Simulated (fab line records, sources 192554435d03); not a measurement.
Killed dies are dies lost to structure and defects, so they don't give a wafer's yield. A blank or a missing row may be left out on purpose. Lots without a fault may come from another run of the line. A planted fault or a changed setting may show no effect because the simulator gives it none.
One fault seen from 2 desks | flow n5_finfet | each desk has only its own numbers; what lay behind them comes last

THE TOOL OWNER'S DESK: litho_track-03
The tool's own readings at N5_SDB_COAT_05 (resist thk 90 nm): means of the sampled wafers that have a number, for each lot that ran on this tool. A lot is out of limits, marked OUT, if its mean lies more than 4 standard deviations from the usual mean; the brackets give that distance.
Columns: A = spin_speed_rpm at N5_SDB_COAT_05, usual 1499.7 rpm
lot  | first seen here | A
L193 | day 4 15:58     | 1500.2
L195 | day 5 09:49     | 1498.5
L196 | day 5 12:04     | 1596.2 (+88) OUT
L198 | day 6 04:46     | 1595.3 (+87) OUT
This desk's finding: out of limits on L196, L198; first on L196, day 5 12:04 (spin_speed_rpm at N5_SDB_COAT_05). In limits: L193, L195.

THE DEFECT DESK
What the inspections along the route counted, lot by lot: means of the sampled wafers that have a number. A lot is out of limits, marked OUT, if its mean lies more than 4 standard deviations from the usual mean; the brackets give that distance.
Columns: A = raw_defect_count at N5_SD_EPI_N_INSPECT_26, usual 211
lot  | first seen here | A
L190 | day 3 14:42     | 218
L193 | day 4 04:28     | 165
L194 | day 4 10:14     | 205
L195 | day 4 22:25     | 194
L196 | day 5 00:36     | 165
L199 | day 5 15:46     | 218
L198 | day 5 16:48     | 204
L201 | day 6 06:04     | 155
L202 | day 6 10:57     | 234
L205 | day 7 03:45     | 212
L210 | day 8 11:46     | 274
This desk's finding: nothing out of limits on any of the 11 lots.

PUT TOGETHER
The tool owner's desk could have raised an alarm at day 5 12:04, on L196, L198.
The defect desk saw nothing out of limits.
The defect desk has L196, L198 on record, within its limits.
Of the lots named, all ran N5_SDB_COAT_05 on litho_track-03.

WHAT THE SIMULATOR HAD PUT IN
Process parameter drift: litho_track-03, from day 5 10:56 on, at N5_SDB_COAT_05. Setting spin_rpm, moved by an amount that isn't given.
Lots struck among those shown: L196, L198.
Hours from the fault's start to each desk's first reading out of limits: the tool owner's desk, 1.
